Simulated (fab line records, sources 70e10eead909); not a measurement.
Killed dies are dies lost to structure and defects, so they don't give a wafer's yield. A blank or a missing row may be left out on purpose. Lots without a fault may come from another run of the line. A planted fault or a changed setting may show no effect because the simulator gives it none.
Which tool did it? | flow nand_harc | 22 lots, 66 wafers sampled, at 6 steps of a route of 1302

WHAT THE GAUGES READ, wafer by wafer
The record holds no reading of a measuring or inspecting step that can be judged against a usual standard deviation.

WHICH TOOL RAN EACH LOT (tool, then ch and the chambers of the sampled wafers, then the start)
lot  | NHARC_A_CONTACT_ETCH_124             | NHARC_A_CONTACT_ETCH_131             | NHARC_A_CONTACT_ETCH_97            | NHARC_A_CONTACT_STRIP_82       | NHARC_A_CONTACT_ETCH_31        | NHARC_A_CONTACT_STRIP_26
L074 | har_cap_etch-02 ch 0,1, day 22 01:58 | har_cap_etch-02 ch 0,1, day 22 03:13 | rie_diel-07 ch 0,2, no start       | rie_diel-03 ch 1,2, no start   | rie_diel-07 ch 0,2,3, no start | rie_diel-11 ch 0,2, no start
L075 | har_cap_etch-03 ch 0,1, day 22 02:02 | har_cap_etch-03 ch 0,1, day 22 03:18 | rie_diel-11 ch 1,2,3, no start     | rie_diel-07 ch 1,3, no start   | rie_diel-07 ch 0,1,3, no start | rie_diel-07 ch 0,1, no start
L078 | har_cap_etch-03 ch 0,1, day 23 10:50 | har_cap_etch-03 ch 0,1, day 23 12:32 | rie_diel-03 ch 0,1,2, no start     | rie_diel-03 ch 1,2,3, no start | rie_diel-07 ch 0,1,2, no start | rie_diel-07 ch 0,1,3, no start
L077 | har_cap_etch-03 ch 0,1, day 23 17:30 | har_cap_etch-03 ch 0,1, day 23 18:45 | rie_diel-11 ch 1,2, no start       | rie_diel-07 ch 2,3, no start   | rie_diel-07 ch 1,2,3, no start | rie_diel-11 ch 0,2,3, no start
L079 | har_cap_etch-03 ch 0,1, day 24 02:24 | har_cap_etch-03 ch 0,1, day 24 03:40 | rie_diel-07 ch 0,2,3, day 24 04:56 | rie_diel-03 ch 0,1, no start   | rie_diel-07 ch 0,2,3, no start | rie_diel-07 ch 2,3, no start
L081 | har_cap_etch-02 ch 0,1, day 24 23:25 | har_cap_etch-02 ch 0,1, day 25 00:41 | rie_diel-07 ch 0,1, day 25 02:26   | rie_diel-03 ch 0,2, no start   | rie_diel-07 ch 0,1,2, no start | rie_diel-03 ch 0,2,3, no start
L082 | har_cap_etch-03 ch 0,1, day 25 04:25 | har_cap_etch-03 ch 0,1, day 25 05:41 | rie_diel-07 ch 1,2,3, no start     | rie_diel-07 ch 0,2,3, no start | rie_diel-03 ch 1,2,3, no start | rie_diel-07 ch 1,2,3, no start
L080 | har_cap_etch-01 ch 0,1, day 25 04:52 | har_cap_etch-01 ch 0,1, day 25 06:08 | rie_diel-07 ch 1,2, no start       | rie_diel-07 ch 1,2,3, no start | rie_diel-07 ch 0,1,3, no start | rie_diel-07 ch 0,2,3, no start
L083 | har_cap_etch-03 ch 0,1, day 25 17:51 | har_cap_etch-03 ch 0,1, day 25 19:06 | rie_diel-07 ch 0,2,3, no start     | rie_diel-11 ch 0,1,3, no start | rie_diel-03 ch 1,2, no start   | rie_diel-07 ch 0,1,2, no start
L085 | har_cap_etch-03 ch 0,1, day 26 19:55 | har_cap_etch-03 ch 0,1, day 26 21:10 | rie_diel-07 ch 0,2,3, no start     | rie_diel-03 ch 0,1,2, no start | rie_diel-11 ch 0,1,3, no start | rie_diel-11 ch 0,1,2, no start
L084 | har_cap_etch-02 ch 0,1, day 27 14:20 | har_cap_etch-02 ch 0,1, day 27 15:35 | rie_diel-11 ch 0,1,2, no start     | rie_diel-11 ch 2,3, no start   | rie_diel-03 ch 0,2,3, no start | rie_diel-11 ch 0,1,2, no start
L087 | har_cap_etch-03 ch 0,1, day 27 16:01 | har_cap_etch-03 ch 0,1, day 27 17:16 | rie_diel-11 ch 0,1,3, no start     | rie_diel-11 ch 0,2, no start   | rie_diel-03 ch 0,1,3, no start | rie_diel-03 ch 0,2, no start
L086 | har_cap_etch-01 ch 0,1, day 27 16:37 | har_cap_etch-01 ch 0,1, day 27 18:18 | rie_diel-11 ch 0,3, no start       | rie_diel-11 ch 0,1, no start   | rie_diel-03 ch 0,3, no start   | rie_diel-03 ch 1,2,3, no start
L091 | har_cap_etch-02 ch 0,1, day 28 08:50 | har_cap_etch-02 ch 0,1, day 28 10:05 | rie_diel-03 ch 0,1,2, no start     | rie_diel-03 ch 0,1, no start   | rie_diel-11 ch 0,1,2, no start | rie_diel-03 ch 1,3, no start
L090 | har_cap_etch-03 ch 0, day 28 11:56   | har_cap_etch-03 ch 0, day 28 13:12   | rie_diel-11 ch 1,2, no start       | rie_diel-11 ch 0,1,2, no start | rie_diel-03 ch 2,3, no start   | rie_diel-11 ch 0,1,3, no start
L088 | har_cap_etch-02 ch 0,1, day 28 16:42 | har_cap_etch-02 ch 0,1, day 28 17:58 | rie_diel-03 ch 0,1,3, no start     | rie_diel-03 ch 0,1,3, no start | rie_diel-03 ch 0,1,3, no start | rie_diel-11 ch 0,1,3, no start
L089 | har_cap_etch-03 ch 0,1, day 29 05:55 | har_cap_etch-03 ch 0,1, day 29 07:10 | rie_diel-03 ch 0,3, no start       | rie_diel-03 ch 1,2,3, no start | rie_diel-03 ch 1,2,3, no start | rie_diel-11 ch 1,3, no start
L092 | har_cap_etch-01 ch 0,1, day 29 12:14 | har_cap_etch-01 ch 0,1, day 29 13:30 | rie_diel-03 ch 1,2,3, no start     | rie_diel-03 ch 0,1,2, no start | rie_diel-03 ch 1,2,3, no start | rie_diel-11 ch 0,2, no start
L093 | har_cap_etch-01 ch 0,1, day 30 10:34 | har_cap_etch-01 ch 0,1, day 30 11:48 | rie_diel-03 ch 0,1, no start       | rie_diel-03 ch 0,2,3, no start | rie_diel-11 ch 1,2, no start   | rie_diel-03 ch 0,2,3, no start
L094 | har_cap_etch-02 ch 0,1, day 30 10:35 | har_cap_etch-02 ch 0,1, day 30 12:16 | rie_diel-11 ch 1,2,3, no start     | rie_diel-11 ch 0,2,3, no start | rie_diel-07 ch 0,1,3, no start | rie_diel-07 ch 0,1,3, no start
L096 | har_cap_etch-03 ch 0,1, day 31 06:32 | har_cap_etch-03 ch 0,1, day 31 07:46 | rie_diel-03 ch 0,3, no start       | rie_diel-07 ch 0,3, no start   | rie_diel-11 ch 0,1,3, no start | rie_diel-07 ch 0,3, no start
L097 | har_cap_etch-02 ch 0,1, day 31 17:54 | har_cap_etch-02 ch 0,1, day 31 19:10 | rie_diel-07 ch 0,1, no start       | rie_diel-07 ch 0,1,3, no start | rie_diel-11 ch 0,2,3, no start | rie_diel-11 ch 1,3, no start
- NHARC_A_CONTACT_ETCH_124: etches the open film in C4F8/O2/Ar, time 140 s, target depth 700 nm.
- NHARC_A_CONTACT_ETCH_131: etches the open film in C4F8/O2/Ar, time 197 s, target depth 1918 nm.
- NHARC_A_CONTACT_ETCH_97: etches the open film in C4F6/O2, target depth 20 nm, time 10 s.
- NHARC_A_CONTACT_STRIP_82: strips in O2.
- NHARC_A_CONTACT_ETCH_31: etches the open film in O2/COS, target depth 2800 nm, time 728 s.
- NHARC_A_CONTACT_STRIP_26: strips in O2.

WHAT THE TOOLS THEMSELVES READ (means of the sampled wafers that have a number; where no wafer has one, the mark that the record gives instead)
NHARC_A_CONTACT_ETCH_97.
lot  | tool        | drypump_motor_current_A (A) | o2_flow_sccm (sccm) | oes_product_au (a.u.) | rf_vpp_V (V) | showerhead_plenum_p_Torr (Torr) | throttle_valve_pct (%)
L074 | rie_diel-07 | 5.7                         | 19.95               | 0.970                 | 542          | 3.74                            | 26.907
L075 | rie_diel-11 | 5.6                         | 19.98               | 0.936                 | 546          | 3.90                            | 26.897
L078 | rie_diel-03 | 5.6                         | 19.99               | 1.006                 | 545          | 3.82                            | 26.901
L077 | rie_diel-11 | 5.7                         | 20.05               | 0.936                 | 549          | 4.02                            | 26.904
L079 | rie_diel-07 | 5.6                         | 19.90               | 0.968                 | 544          | 3.73                            | 26.904
L081 | rie_diel-07 | 5.7                         | 20.02               | 0.926                 | 545          | 3.82                            | 26.903
L082 | rie_diel-07 | 5.5                         | 19.99               | 0.949                 | 545          | 3.87                            | 26.908
L080 | rie_diel-07 | 5.6                         | 20.05               | 0.981                 | 546          | 3.87                            | 26.892
L083 | rie_diel-07 | 5.6                         | 19.97               | 0.959                 | 542          | 3.72                            | 26.905
L085 | rie_diel-07 | 5.7                         | 19.96               | 0.957                 | 543          | 3.72                            | 26.915
L084 | rie_diel-11 | 5.9                         | 20.03               | 0.958                 | 549          | 4.03                            | 26.898
L087 | rie_diel-11 | 5.6                         | 19.94               | 0.944                 | 549          | 4.00                            | 26.909
L086 | rie_diel-11 | 5.8                         | 20.06               | 0.965                 | 549          | 4.03                            | 26.902
L091 | rie_diel-03 | 5.6                         | 20.02               | 1.004                 | 544          | 3.80                            | 26.898
L090 | rie_diel-11 | 5.9                         | 19.99               | 0.936                 | 546          | 3.90                            | 26.908
L088 | rie_diel-03 | 5.6                         | 19.98               | 0.967                 | 543          | 3.70                            | 26.894
L089 | rie_diel-03 | 5.9                         | 19.96               | 0.949                 | 541          | 3.69                            | 26.910
L092 | rie_diel-03 | 5.6                         | 20.04               | 0.940                 | 543          | 3.77                            | 26.894
L093 | rie_diel-03 | 5.6                         | 19.99               | 0.966                 | 543          | 3.72                            | 26.896
L094 | rie_diel-11 | 5.6                         | 19.97               | 0.989                 | 545          | 3.86                            | 26.909
L096 | rie_diel-03 | 5.9                         | 19.99               | 0.945                 | 541          | 3.70                            | 26.899
L097 | rie_diel-07 | 5.8                         | 19.99               | 0.943                 | 545          | 3.81                            | 26.902

NHARC_A_CONTACT_STRIP_82.
lot  | tool        | drypump_motor_current_A (A) | o2_flow_sccm (sccm) | oes_product_au (a.u.) | rf_vpp_V (V) | showerhead_plenum_p_Torr (Torr) | throttle_valve_pct (%)
L074 | rie_diel-03 | 5.6                         | 500.2               | 0.994                 | 58.7         | 3.50                            | 17.027
L075 | rie_diel-07 | 5.5                         | 502.2               | 1.002                 | 58.0         | 3.48                            | 17.037
L078 | rie_diel-03 | 5.6                         | 500.0               | 0.994                 | 57.9         | 3.41                            | 17.035
L077 | rie_diel-07 | 5.5                         | 499.9               | 1.011                 | 57.3         | 3.37                            | 17.043
L079 | rie_diel-03 | 5.4                         | 501.2               | 1.003                 | 57.5         | 3.36                            | 17.037
L081 | rie_diel-03 | 5.9                         | 498.0               | 0.992                 | 57.3         | 3.44                            | 17.037
L082 | rie_diel-07 | 5.7                         | 500.2               | 1.011                 | 57.2         | 3.35                            | 17.037
L080 | rie_diel-07 | 5.6                         | 499.2               | 1.009                 | 57.8         | 3.48                            | 17.037
L083 | rie_diel-11 | 5.6                         | 500.9               | 0.987                 | 57.4         | 3.61                            | 17.038
L085 | rie_diel-03 | 5.6                         | 501.3               | 1.000                 | 58.5         | 3.42                            | 17.035
L084 | rie_diel-11 | 5.5                         | 498.8               | 1.001                 | 57.1         | 3.37                            | 17.028
L087 | rie_diel-11 | 6.2                         | 499.8               | 1.006                 | 59.0         | 3.66                            | 17.037
L086 | rie_diel-11 | 5.9                         | 499.8               | 0.997                 | 57.8         | 3.74                            | 17.035
L091 | rie_diel-03 | 5.6                         | 499.8               | 1.003                 | 57.5         | 3.35                            | 17.035
L090 | rie_diel-11 | 5.9                         | 500.2               | 0.995                 | 58.7         | 3.62                            | 17.044
L088 | rie_diel-03 | 5.6                         | 499.9               | 0.995                 | 57.0         | 3.32                            | 17.036
L089 | rie_diel-03 | 5.6                         | 500.8               | 0.993                 | 57.7         | 3.39                            | 17.047
L092 | rie_diel-03 | 5.6                         | 499.9               | 0.997                 | 58.0         | 3.41                            | 17.044
L093 | rie_diel-03 | 5.9                         | 499.2               | 0.983                 | 57.3         | 3.39                            | 17.032
L094 | rie_diel-11 | 5.8                         | 499.4               | 0.989                 | 58.2         | 3.50                            | 17.055
L096 | rie_diel-07 | 5.7                         | 499.8               | 0.996                 | 57.6         | 3.31                            | 17.042
L097 | rie_diel-07 | 5.6                         | 498.8               | 0.990                 | 56.9         | 3.44                            | 17.037

NHARC_A_CONTACT_ETCH_31.
lot  | tool        | drypump_motor_current_A (A) | o2_flow_sccm (sccm) | oes_product_au (a.u.) | rf_vpp_V (V) | showerhead_plenum_p_Torr (Torr) | throttle_valve_pct (%)
L074 | rie_diel-07 | 5.6                         | 400.0               | 1.019                 | 312.1        | 2.97                            | 28.324
L075 | rie_diel-07 | 5.6                         | 399.5               | 1.011                 | 314.0        | 3.06                            | 28.316
L078 | rie_diel-07 | 5.7                         | 399.5               | 1.010                 | 313.6        | 3.06                            | 28.338
L077 | rie_diel-07 | 5.5                         | 399.2               | 1.003                 | 313.4        | 3.08                            | 28.327
L079 | rie_diel-07 | 5.7                         | 399.3               | 1.015                 | 312.0        | 2.96                            | 28.324
L081 | rie_diel-07 | 5.7                         | 400.1               | 1.014                 | 312.9        | 3.06                            | 28.334
L082 | rie_diel-03 | 5.6                         | 400.8               | 0.993                 | 312.5        | 3.01                            | 28.344
L080 | rie_diel-07 | 5.6                         | 400.0               | 1.005                 | 313.1        | 3.05                            | 28.328
L083 | rie_diel-03 | 5.3                         | 399.9               | 0.993                 | 312.9        | 3.02                            | 28.323
L085 | rie_diel-11 | 5.6                         | 399.8               | 1.002                 | 315.6        | 3.19                            | 28.329
L084 | rie_diel-03 | 5.9                         | 401.0               | 0.996                 | 311.9        | 3.01                            | 28.323
L087 | rie_diel-03 | 5.6                         | 400.4               | 1.001                 | 311.3        | 2.94                            | 28.322
L086 | rie_diel-03 | 5.9                         | 400.3               | 0.991                 | 312.2        | 2.93                            | 28.324
L091 | rie_diel-11 | 5.9                         | 400.1               | 0.991                 | 315.7        | 3.20                            | 28.322
L090 | rie_diel-03 | 5.9                         | 400.4               | 0.989                 | 313.5        | 3.06                            | 28.326
L088 | rie_diel-03 | 5.6                         | 399.8               | 0.993                 | 311.8        | 2.94                            | 28.328
L089 | rie_diel-03 | 5.6                         | 400.9               | 0.985                 | 312.4        | 3.00                            | 28.322
L092 | rie_diel-03 | 5.6                         | 400.9               | 0.986                 | 313.2        | 3.00                            | 28.330
L093 | rie_diel-11 | 5.7                         | 399.7               | 1.000                 | 314.1        | 3.17                            | 28.337
L094 | rie_diel-07 | 5.6                         | 399.8               | 0.992                 | 314.0        | 3.05                            | 28.332
L096 | rie_diel-11 | 5.6                         | 399.5               | 1.001                 | 314.6        | 3.17                            | 28.338
L097 | rie_diel-11 | 5.8                         | 399.5               | 0.987                 | 314.3        | 3.09                            | 28.328

NHARC_A_CONTACT_STRIP_26.
lot  | tool        | drypump_motor_current_A (A) | o2_flow_sccm (sccm) | oes_product_au (a.u.) | rf_vpp_V (V) | showerhead_plenum_p_Torr (Torr) | throttle_valve_pct (%)
L074 | rie_diel-11 | 6.1                         | 501.7               | 0.986                 | 57.4         | 3.56                            | 17.035
L075 | rie_diel-07 | 5.7                         | 499.3               | 1.005                 | 58.1         | 3.57                            | 17.042
L078 | rie_diel-07 | 5.6                         | 499.7               | 1.011                 | 57.1         | 3.45                            | 17.045
L077 | rie_diel-11 | 5.8                         | 499.3               | 0.991                 | 58.3         | 3.53                            | 17.036
L079 | rie_diel-07 | 5.6                         | 498.9               | 1.016                 | 57.9         | 3.37                            | 17.038
L081 | rie_diel-03 | 5.9                         | 501.1               | 0.994                 | 57.2         | 3.41                            | 17.039
L082 | rie_diel-07 | 5.5                         | 499.8               | 1.012                 | 57.5         | 3.48                            | 17.037
L080 | rie_diel-07 | 5.7                         | 499.7               | 1.010                 | 56.0         | 3.35                            | 17.024
L083 | rie_diel-07 | 5.7                         | 500.5               | 1.012                 | 57.9         | 3.46                            | 17.035
L085 | rie_diel-11 | 5.9                         | 500.0               | 0.999                 | 58.2         | 3.63                            | 17.046
L084 | rie_diel-11 | 5.9                         | 500.8               | 0.994                 | 57.7         | 3.62                            | 17.032
L087 | rie_diel-03 | 5.9                         | 500.5               | 1.000                 | 58.1         | 3.49                            | 17.027
L086 | rie_diel-03 | 5.6                         | 500.2               | 0.997                 | 56.7         | 3.39                            | 17.038
L091 | rie_diel-03 | 5.4                         | 499.9               | 0.990                 | 57.8         | 3.31                            | 17.041
L090 | rie_diel-11 | 5.6                         | 501.0               | 1.000                 | 57.5         | 3.59                            | 17.046
L088 | rie_diel-11 | 5.6                         | 499.2               | 1.006                 | 57.6         | 3.59                            | 17.037
L089 | rie_diel-11 | 5.4                         | 498.7               | 1.000                 | 58.8         | 3.56                            | 17.030
L092 | rie_diel-11 | 6.1                         | 501.8               | 1.000                 | 58.4         | 3.65                            | 17.039
L093 | rie_diel-03 | 5.9                         | 500.4               | 0.992                 | 57.9         | 3.39                            | 17.044
L094 | rie_diel-07 | 5.6                         | 499.5               | 1.000                 | 56.9         | 3.45                            | 17.036
L096 | rie_diel-07 | 5.6                         | 499.9               | 1.000                 | 57.5         | 3.33                            | 17.036
L097 | rie_diel-11 | 5.4                         | 499.9               | 0.997                 | 57.8         | 3.54                            | 17.044

THE ANSWER, worked out from the rows above alone
Rule: what is usual is taken from the lots themselves. Put in order of their means at a reading, lots are off if they are a third of the lots or fewer, leave a main group of 4 or more, and stand apart from it by a gap of 3 or more times the standard deviation of the main group's means; of several such gaps the widest counts. A main group whose means are all the same, to the digits that the tables above print for the reading, isn't used. A lot without any number at a reading at which 4 lots or more have one is off too. The other lots that the step has rows for count as sound. The gauges are gone through in route order, then the tools' own readings, and for those a lot's mean is taken as printed above. The first step at which some lot is off is used, and at that step the reading that is off furthest; a lot without a number counts as furthest.
No lot is off at any reading shown: from this, nothing can be told.

WHAT THE SIMULATOR HAD PUT IN
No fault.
